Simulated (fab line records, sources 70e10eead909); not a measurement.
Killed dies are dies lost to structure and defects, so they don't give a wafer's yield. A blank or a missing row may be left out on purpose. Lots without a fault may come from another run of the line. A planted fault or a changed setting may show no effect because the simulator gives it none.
fab line records | flow nand_harc
record lots=5 wafers=15 last_day=32
route steps=1302 shown A_CHANNEL_HOLE_D1@456 END@1302
lots that met no fault: from a run of the same line without faults
start_h: hours from the record's first day to the start of the lot's first wafer shown | wait_h: hours since the lot's step before | " the same as in the row above | L1.1+2: a row that stands for several wafers | - no value, or no start given | * or withheld: withheld | < > ~ a bound
route shown NAME@n: a module of which the file shows steps, and the number in the route of the first | usual: mean/standard deviation of fault-free wafers | same: alike in all rows | chamber/n: place in a boat | sites: the reading at each site | _std_site: their standard deviation | _edge_site: outer sites' mean less inner sites' | radius_mm: how far each site lies from the wafer's centre | mask NAME#n: copy n | behind: the tool/chamber that last shaped the wafer | hold: why the lot was held/for how many hours/how that ended | device: the transistor (n, p or np) that didn't switch | end of line: the same wafers' tests at the end of the route | a step without rows: its recipe alone | killed: dies lost to structure and defects at the first sort, not the wafer's yield | map: a wafer's dies, x killed, . not, _ none there
set.NAME: the setting as run; set.NAME@STEP: as run at that earlier step | model.NAME: the simulator's own value behind a step, which no gauge read
lots at some steps of the route; a table a step, a row a wafer
services: from which hour (start_h, from the record's first day; less than 0 if before it) a tool's chamber was out of use, for how many hours, and why
## steps
# step NHARC_A_CHANNEL_HOLE_D1_COAT_04
# recipe spin_rpm=1500 resist_thk_nm=90
# step NHARC_A_CHANNEL_HOLE_D1_SOFTBAKE_05
# recipe temp_c=105 time_s=55
# step NHARC_A_CHANNEL_HOLE_D1_EBR_06
# step NHARC_A_CHANNEL_HOLE_D1_EXPOSE_07
# recipe na=1.35 target_cd_nm=100 sigma_outer=0.3 dose_mj=59.65 mask_id=HOLE_D1
# step NHARC_A_CHANNEL_HOLE_D1_PEB_08
# recipe peb_temp_c=100 peb_time_s=65
# step NHARC_A_CHANNEL_HOLE_D1_DEVELOP_09
# recipe develop_time_s=35 dev_temp_c=23
# step NHARC_A_CHANNEL_HOLE_D1_CD_MEAS_10
# recipe target_cd_nm=100 landing_energy_ev=500
# usual cd_nm=100.0/0.46
# same landing_energy_ev=500
# columns lot.wafer tool chamber start_h wait_h cd_nm
L599.1 cd_sem-02 0 261.65 - 100.4
L599.4 " 0 " " 100.4
L599.6 " 0 " " 101.1
L598.3 cd_sem-03 0 262.12 - 99.7
L598.5 " 0 " " 99.9
L598.6 " 0 " " 99.3
L601.2 cd_sem-01 0 277.25 - 99.6
L601.4 " 0 " " 99.4
L601.6 " 0 " " 99.9
L605.2 cd_sem-02 0 323.73 - 99.9
L605.4 " 0 " " 100.1
L605.5 " 0 " " 100.3
L611.2 cd_sem-03 0 389.04 - 99.9
L611.5 " 0 " " 99.8
L611.6 " 0 " " 99.6
# step NHARC_A_CHANNEL_HOLE_D1_OVL_MEAS_11
# usual overlay_x_nm=-0.2/1 overlay_y_nm=-0.1/0.72
# columns lot.wafer tool chamber start_h wait_h overlay_x_nm overlay_y_nm
L599.1 overlay-01 - 261.74 - -1.4 0.2
L599.4 " - " " -1.2 -0.5
L599.6 " - " " -1.1 -1.0
L598.3 overlay-02 - 262.20 - 1.3 -0.2
L598.5 " - " " -0.2 -0.1
L598.6 " - " " 0.8 -0.4
L601.2 overlay-01 - 277.34 - 0.0 0.3
L601.4 " - " " -0.1 0.5
L601.6 " - " " -0.1 0.5
L605.2 overlay-01 - 323.82 - -0.4 0.4
L605.4 " - " " -0.8 -0.2
L605.5 " - " " -0.1 0.1
L611.2 overlay-02 - 389.13 - -1.0 -0.3
L611.5 " - " " -1.3 0.1
L611.6 " - " " -1.4 0.2
# step NHARC_A_CHANNEL_HOLE_D1_INSPECT_12
# usual raw_defect_count=5/3.1
# columns lot.wafer tool chamber start_h wait_h raw_defect_count
L599.1 defect_inspect-02 - 261.78 0.0 3
L599.4 " - " " 6
L599.6 " - " " 4
L598.3 defect_inspect-02 - 262.24 0.0 5
L598.5 " - " " 3
L598.6 " - " " 6
L601.2 defect_inspect-02 - 277.37 0.0 6
L601.4 " - " " 6
L601.6 " - " " 3
L605.2 defect_inspect-02 - 323.85 0.0 4
L605.4 " - " " 3
L605.5 " - " " 3
L611.2 defect_inspect-01 - 389.17 0.0 4
L611.5 " - " " 5
L611.6 " - " " 8
# step NHARC_A_CHANNEL_HOLE_D1_DESCUM_15
# recipe time_s=3 o2_flow_sccm=200 ar_flow_sccm=0 bias_power_w=0 chemistry=O2
# usual drypump_motor_current_A=5.8/0.53 oes_product_au=1.000/0.01 rf_vpp_V=57.9/1 showerhead_plenum_p_Torr=1.91/0.094 throttle_valve_pct=11.310/0.0088
# columns lot.wafer tool chamber start_h wait_h drypump_motor_current_A oes_product_au rf_hours_counter_h rf_vpp_V showerhead_plenum_p_Torr throttle_valve_pct
L599.4 rie_diel-10 3 261.84 0.1 6.0 0.991 3 58.2 1.85 11.312
L599.1 " 1 " " 5.6 0.981 3 58.5 1.93 11.314
L599.6 " 3 " " 6.0 0.995 - 57.0 1.85 11.312
L598.3 rie_diel-08 0 262.30 0.1 5.7 0.999 3 57.6 2.01 11.312
L598.5 " 0 " " 5.7 0.989 - 59.0 2.01 11.314
L598.6 " 1 " " 4.9 1.018 - 59.5 2.03 11.306
L601.2 rie_diel-08 0 277.44 0.1 5.7 0.984 4 57.8 2.01 11.295
L601.4 " 0 " " 5.7 0.996 - 57.3 2.01 11.306
L601.6 " 1 " " 4.9 1.005 - 60.9 2.03 11.314
L605.2 rie_diel-11 2 323.94 0.1 6.0 0.996 14 57.8 1.86 11.307
L605.4 " 0 " " 6.2 0.988 - 59.1 1.78 11.296
L605.5 " 1 " " 5.5 1.006 - 57.5 1.95 11.301
L611.2 rie_diel-08 1 389.24 0.1 4.9 1.006 0 57.7 2.03 11.294
L611.5 " 0 " " 5.7 1.015 - 58.0 2.01 11.306
L611.6 " 1 " " 4.9 1.008 - 59.1 2.03 11.302
# step NHARC_A_CHANNEL_HOLE_D1_ETCH_38
# recipe target_depth_a=390 over_etch_frac=0.3 time_s=65 ion_energy_ev=80 cf4_flow_sccm=150 ar_flow_sccm=0 rf_w=300 bias_w=100 chemistry=CF4
# usual bias_w=99.9/0.3 drypump_motor_current_A=5.7/0.52 oes_product_au=1.000/0.0099 rf_vpp_V=151.2/1.3 run_length_s=86.2/0.47 showerhead_plenum_p_Torr=1.77/0.08 throttle_valve_pct=13.284/0.0089
# columns lot.wafer tool chamber start_h wait_h bias_w drypump_motor_current_A oes_product_au rf_hours_counter_h rf_vpp_V run_length_s showerhead_plenum_p_Torr throttle_valve_pct
L599.4 rie_diel-10 1 261.93 0.1 99.9 5.6 0.994 3 151.1 86.3 1.79 13.280
L599.1 " 0 " " 99.7 5.6 1.006 4 150.9 86.5 1.77 13.292
L599.6 " 2 " " 100.4 5.3 1.001 - 150.4 85.8 1.65 13.276
L598.3 rie_diel-08 0 262.40 0.1 99.9 5.7 0.994 3 153.4 85.9 1.85 13.255
L598.6 " 2 " " 100.4 6.5 0.988 - 152.0 85.5 1.76 13.277
L598.5 " 3 " " 100.3 6.0 0.991 - 149.4 86.1 1.65 13.284
L601.2 rie_diel-08 2 277.54 0.1 99.8 6.5 0.992 6 151.9 85.4 1.76 13.301
L601.4 " 1 " " 99.8 4.8 0.995 - 153.3 86.8 1.87 13.284
L601.6 " 2 " " 100.2 6.5 0.979 - 152.4 85.5 1.76 13.282
L605.2 rie_diel-11 0 324.02 0.1 100.3 6.2 0.984 16 149.4 85.9 1.66 13.282
L605.4 " 2 " " 100.3 5.9 0.990 - 150.4 86.7 1.72 13.292
L605.5 " 0 " " 100.3 6.2 0.990 - 149.7 85.9 1.66 13.285
L611.2 rie_diel-08 1 389.32 0.1 99.5 4.9 1.018 0 153.7 86.8 1.87 13.278
L611.5 " 0 " " 99.7 5.7 1.017 - 151.9 86.1 1.85 13.277
L611.6 " 1 " " 99.7 4.9 1.016 - 152.9 86.6 1.87 13.284
# step NHARC_A_CHANNEL_HOLE_D1_ETCH_39
# recipe target_depth_a=2600 over_etch_frac=0.3 time_s=325 ion_energy_ev=200 n2_flow_sccm=150 h2_flow_sccm=150 ar_flow_sccm=0 rf_w=400 bias_w=150 chemistry=N2/H2
# usual bias_w=150.0/0.46 drypump_motor_current_A=5.8/0.49 oes_product_au=0.998/0.0087 rf_vpp_V=430.1/2.9 run_length_s=346.2/0.47 showerhead_plenum_p_Torr=2.03/0.1 throttle_valve_pct=14.172/0.009
# columns lot.wafer tool chamber start_h wait_h bias_w drypump_motor_current_A oes_product_au rf_hours_counter_h rf_vpp_V run_length_s showerhead_plenum_p_Torr throttle_valve_pct
L599.1 rie_diel-10 3 - - 150.2 6.0 1.007 3 429.4 346.9 1.97 14.159
L599.4 " 0 " " 149.7 5.6 1.002 4 430.7 346.2 2.04 14.189
L599.6 " 2 " " 150.3 5.3 1.007 - 424.7 345.8 1.88 14.161
L598.3 rie_diel-08 3 - - 149.7 6.0 0.999 5 427.0 346.0 1.89 14.164
L598.6 " 2 " " 149.4 6.5 0.998 - 428.8 345.3 2.03 14.156
L598.5 " 3 " " 149.8 5.9 1.001 - 426.5 346.6 1.89 14.160
L601.2 rie_diel-08 1 - - 150.6 4.9 1.006 7 433.9 346.7 2.17 14.163
L601.4 " 1 " " 149.6 4.9 1.006 - 433.7 347.0 2.17 14.187
L601.6 " 2 " " 150.1 6.5 0.989 - 431.6 345.9 2.03 14.157
L605.2 rie_diel-11 0 - - 149.7 6.2 0.986 16 425.8 346.1 1.90 14.177
L605.4 " 1 " " 149.7 5.5 0.998 - 429.8 346.8 2.08 14.177
L605.5 " 2 " " 149.6 6.0 0.996 - 428.2 346.5 1.98 14.162
L611.2 rie_diel-08 1 - - 150.3 4.9 1.014 0 433.9 346.7 2.17 14.169
L611.6 " 2 " " 150.7 6.5 0.997 - 430.8 345.8 2.03 14.171
L611.5 " 3 " " 150.5 6.0 0.999 - 424.5 346.4 1.89 14.153
# step NHARC_A_CHANNEL_HOLE_D1_ETCH_34
# recipe target_depth_a=1540 time_s=77 cf4_flow_sccm=100 chf3_flow_sccm=30 ar_flow_sccm=0 rf_w=500 bias_w=200 chemistry=CF4/CHF3
# usual bias_w=200.0/0.58 drypump_motor_current_A=5.7/0.51 oes_product_au=0.951/0.024 rf_vpp_V=370.6/2.6 run_length_s=98.2/0.45 showerhead_plenum_p_Torr=1.57/0.073 throttle_valve_pct=16.803/0.0097
# columns lot.wafer tool chamber start_h wait_h bias_w drypump_motor_current_A oes_product_au rf_hours_counter_h rf_vpp_V run_length_s showerhead_plenum_p_Torr throttle_valve_pct
L599.1 rie_diel-10 2 262.31 - 199.2 5.3 0.975 3 367.9 97.8 1.46 16.802
L599.4 " 3 " " 199.7 6.0 0.967 3 369.9 98.6 1.52 16.801
L599.6 " 1 " " 200.4 5.5 0.968 - 372.4 98.5 1.59 16.795
L598.3 rie_diel-08 0 262.74 - 200.0 5.7 0.924 3 372.6 97.9 1.65 16.810
L598.5 " 2 " " 201.2 6.5 0.977 - 371.1 97.3 1.57 16.794
L598.6 " 3 " " 199.6 5.9 0.915 - 365.2 98.1 1.47 16.797
L601.2 rie_diel-08 2 277.96 - 199.6 6.5 0.928 6 370.7 97.2 1.57 16.796
L601.6 " 0 " " 200.5 5.7 0.927 - 374.0 98.6 1.65 16.791
L601.4 " 1 " " 200.2 4.9 0.938 - 375.0 98.8 1.67 16.798
L605.4 rie_diel-11 2 324.43 - 200.6 6.0 0.967 14 368.4 98.7 1.53 16.821
L605.2 " 3 " " 199.4 5.9 0.926 13 370.4 97.8 1.55 16.793
L605.5 " 1 " " 199.5 5.5 0.954 - 372.0 97.9 1.60 16.801
L611.2 rie_diel-08 3 389.66 - 199.5 6.0 0.977 0 366.8 98.0 1.47 16.813
L611.6 " 3 " " 199.8 5.9 0.975 - 368.6 98.5 1.47 16.807
L611.5 " 0 " " - 5.7 0.964 - 373.1 92.4 1.65 16.801
# step NHARC_A_CHANNEL_HOLE_D1_ETCH_16
# recipe target_depth_a=31000 over_etch_frac=0.3 time_s=806 ion_energy_ev=150 o2_flow_sccm=400 cos_flow_sccm=20 ar_flow_sccm=0 rf_w=500 bias_w=300 chemistry=O2/COS
# usual bias_w=300.0/0.97 drypump_motor_current_A=5.8/0.5 oes_product_au=0.998/0.009 rf_vpp_V=313.9/2.2 run_length_s=827.2/0.49 showerhead_plenum_p_Torr=3.11/0.14 throttle_valve_pct=28.330/0.0095
# columns lot.wafer tool chamber start_h wait_h bias_w drypump_motor_current_A oes_product_au rf_hours_counter_h rf_vpp_V run_length_s showerhead_plenum_p_Torr throttle_valve_pct
L599.1 rie_diel-10 1 - - 299.9 5.6 0.985 4 314.6 827.8 3.15 28.330
L599.4 " 2 " " 299.4 5.3 0.999 3 309.3 826.5 2.90 28.339
L599.6 " 1 " " 301.2 5.6 0.989 - 314.6 827.5 3.15 28.353
L598.3 rie_diel-08 3 - - 299.7 6.0 0.993 5 312.3 827.7 2.91 28.328
L598.5 " 0 " " 301.6 5.7 0.992 - 315.5 827.1 3.27 28.314
L598.6 " 1 " " 297.8 4.9 1.003 - 316.4 827.8 3.31 28.333
L601.2 rie_diel-08 2 - - 300.0 6.5 0.988 6 314.6 826.6 3.11 28.347
L601.6 " 2 " " 299.6 6.5 0.996 - 315.4 826.5 3.11 28.323
L601.4 " 0 " " 298.5 5.7 0.999 - 315.4 827.7 3.27 28.324
L605.2 rie_diel-11 3 - - 299.8 5.9 0.997 13 313.2 827.1 3.08 28.325
L605.4 " 0 " " 299.8 6.2 0.988 16 309.3 827.3 2.92 28.329
L605.5 " 3 " " 300.9 5.9 0.993 - 313.9 827.2 3.08 28.331
L611.2 rie_diel-08 0 - - 300.8 5.7 1.016 0 316.3 827.0 3.27 28.325
L611.6 " 3 " " 300.5 6.0 1.005 - 310.5 827.0 2.91 28.340
L611.5 " 0 " " 299.7 5.7 1.016 - 316.1 827.1 3.27 28.330
# step NHARC_END_SORT_01
# recipe temp_c=25
# usual killed_at_array=53/18 killed_at_other=0.8/1.1 killed_at_periphery=4.1/2.7 killed_dies=58/18 killed_open=3.1/1.7 killed_short=2.7/1.7
# same gross_dies=677
# columns lot.wafer tool chamber start_h wait_h killed_at_array killed_at_other killed_at_periphery killed_dies killed_open killed_short
L611.5 prober-01 0 774.00 3.7 70 1 3 74 4 5
# killed by level:class
L611.5 A_CHANNEL_HOLE_D2:chamber_film_flake=32 A_CHANNEL_HOLE_D1:chamber_film_flake=14 A_CHANNEL_HOLE_D1:area_etch=5 A_CONTACT:chamber_film_flake=4 A_SLIT:chamber_film_flake=4 A_STAIRCASE:chamber_film_flake=3 A_ONON_D1:geometric_particle:short=2 A_CHANNEL_FILL_D1:geometric_particle:short=2
## services
# columns tool chamber start_h hours kind
rie_diel-10 - 243.97 9.0 pm
rie_diel-08 0 249.05 - clean
rie_diel-08 1 249.05 - clean
rie_diel-08 2 249.05 - clean
rie_diel-08 3 249.05 - clean
rie_diel-11 - 258.73 9.0 pm
rie_diel-08 3 272.12 7.2 repair
rie_diel-10 - 272.89 2.5 repair
rie_diel-08 0 273.58 - clean
rie_diel-08 1 273.58 - clean
rie_diel-08 2 273.58 - clean
rie_diel-08 0 298.08 - clean
rie_diel-08 1 298.08 - clean
rie_diel-08 2 298.08 - clean
rie_diel-08 3 298.08 - clean
rie_diel-11 - 305.36 1.2 repair
rie_diel-11 3 315.85 8.3 repair
rie_diel-08 0 322.58 - clean
rie_diel-08 1 322.58 - clean
rie_diel-08 2 322.58 - clean
rie_diel-08 - 333.82 0.5 repair
rie_diel-08 2 339.63 3.4 repair
rie_diel-10 3 360.61 7.2 repair
rie_diel-08 - 368.07 9.0 pm
## key
first_sign step=NHARC_A_CHANNEL_HOLE_D1_ETCH_34 reading=run_length_s direction=down sigmas=13 usual=* struck=*
effect none on later readings
met_at NHARC_A_CHANNEL_HOLE_D1_ETCH_34
struck_wafers L611.5
tester_left_out L611
onset_between 277.96 389.66
fault kind=process_parameter_drift tool=rie_diel-08 chamber=0 onset_h=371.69 steps=NHARC_A_CHANNEL_HOLE_D1_ETCH_34 channel=time_s offset=* shape=step end_h=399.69 acts_in=* stated=*
# tester_left_out: of these lots the tester's yield and bins aren't shown, on N5 and GAA mostly nor the transistor test; their killed dies are dies lost to structure and defects alone, not to doping, threshold or leakage, so they don't give the yield
